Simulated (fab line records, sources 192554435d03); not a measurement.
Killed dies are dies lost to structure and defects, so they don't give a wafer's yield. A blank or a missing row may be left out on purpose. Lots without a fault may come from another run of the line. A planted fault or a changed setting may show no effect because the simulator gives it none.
Chamber matching | flow n5_finfet | N5_BEOL_M10_PECVD_70 on pecvd-01: 3 sister chambers
The step deposits SiO2 from TEOS/O2, target thk 20 nm, time 22.7 s. 6 wafers are shown with their chamber, then 9 later ones without.

WAFERS WITH THEIR CHAMBER
wafer  | chamber | throttle_valve_pct (%) | showerhead_plenum_p_Torr (Torr)
L081.5 | 2       | 21.1                   | 8.80
L079.4 | 2       | 21.1                   | 8.83
L082.5 | 1       | 25.5                   | 8.72
L088.1 | 0       | 22.8                   | 8.76
L088.4 | 1       | 25.7                   | 8.73
L088.6 | 0       | 22.9                   | 8.76

WAFERS WITHOUT THEIR CHAMBER
wafer  | throttle_valve_pct (%) | showerhead_plenum_p_Torr (Torr)
L090.1 | 22.8                   | 8.76
L090.5 | 23.0                   | 8.75
L090.6 | 25.6                   | 8.73
L094.2 | 22.8                   | 8.74
L094.4 | 25.4                   | 8.76
L094.5 | 21.5                   | 8.83
L095.1 | 22.9                   | 8.76
L095.3 | 21.7                   | 8.83
L095.6 | 21.3                   | 8.84

WHICH CHAMBER EACH WENT THROUGH
wafer  | from the rows above | in truth
L090.1 | 0                   | 0
L090.5 | 0                   | 0
L090.6 | 1                   | 1
L094.2 | 0                   | 0
L094.4 | 1                   | 1
L094.5 | 2                   | 2
L095.1 | 0                   | 0
L095.3 | 2                   | 2
L095.6 | 2                   | 2
Placed correctly: 9 of 9. Can't be placed from these rows: 0. Placed wrongly: 0.
How it was worked out, from the rows above alone: a wafer's distance from a chamber is the root of the sum, over the readings, of the square of ((its reading less the chamber's mean) divided by the reading's scatter). The wafer belongs to the nearest chamber; if the next one is less than 2 further off, it can't be placed. A chamber's mean is the mean of its shown wafers. The scatter: the root of (the sum of the squares of (reading less its chamber's mean) over the shown wafers, divided by (wafers less chambers)).
